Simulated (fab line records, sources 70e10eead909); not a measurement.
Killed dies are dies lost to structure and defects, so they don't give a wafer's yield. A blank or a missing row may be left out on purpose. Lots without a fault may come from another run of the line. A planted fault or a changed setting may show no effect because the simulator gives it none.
Chamber matching | flow nand_harc | NHARC_A_CHANNEL_FILL_D1_ALD_25 on ald_hk-01: 4 sister chambers
The step deposits SiOx, target thk 60 nm, pulse time 10 s, ald cycles 600. 8 wafers are shown with their chamber, then 7 later ones without.

WAFERS WITH THEIR CHAMBER
wafer  | chamber | heater_power_w (W) | precursor_pulse_height_rel
L905.3 | 0       | 469                | 0.972
L908.6 | 0       | 465                | 0.995
L910.5 | 1       | 467                | 1.014
L912.2 | 1       | 450                | 1.035
L912.4 | 2       | 517                | 0.980
L912.5 | 3       | 506                | 1.022
L916.4 | 3       | 496                | 1.001
L916.1 | 2       | 508                | 1.021

WAFERS WITHOUT THEIR CHAMBER
wafer  | heater_power_w (W) | precursor_pulse_height_rel
L916.6 | 494                | 0.985
L919.4 | 503                | 1.037
L919.3 | 473                | 1.033
L919.2 | 464                | 1.002
L923.2 | 527                | 0.986
L923.1 | 513                | 1.014
L923.5 | 506                | 0.987

WHICH CHAMBER EACH WENT THROUGH
wafer  | from the rows above          | in truth
L916.6 | can't be placed: 3 or 2 or 0 | 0
L919.4 | can't be placed: 3 or 2      | 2
L919.3 | can't be placed: 1 or 0 or 3 | 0
L919.2 | can't be placed: 0 or 1      | 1
L923.2 | can't be placed: 2 or 3      | 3
L923.1 | can't be placed: 2 or 3      | 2
L923.5 | can't be placed: 2 or 3      | 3
Placed correctly: 0 of 7. Can't be placed from these rows: 7 (the true chamber is among the candidates in 7). Placed wrongly: 0.
How it was worked out, from the rows above alone: a wafer's distance from a chamber is the root of the sum, over the readings, of the square of ((its reading less the chamber's mean) divided by the reading's scatter). The wafer belongs to the nearest chamber; if the next one is less than 2 further off, it can't be placed. A chamber's mean is the mean of its shown wafers. The scatter: the root of (the sum of the squares of (reading less its chamber's mean) over the shown wafers, divided by (wafers less chambers)).
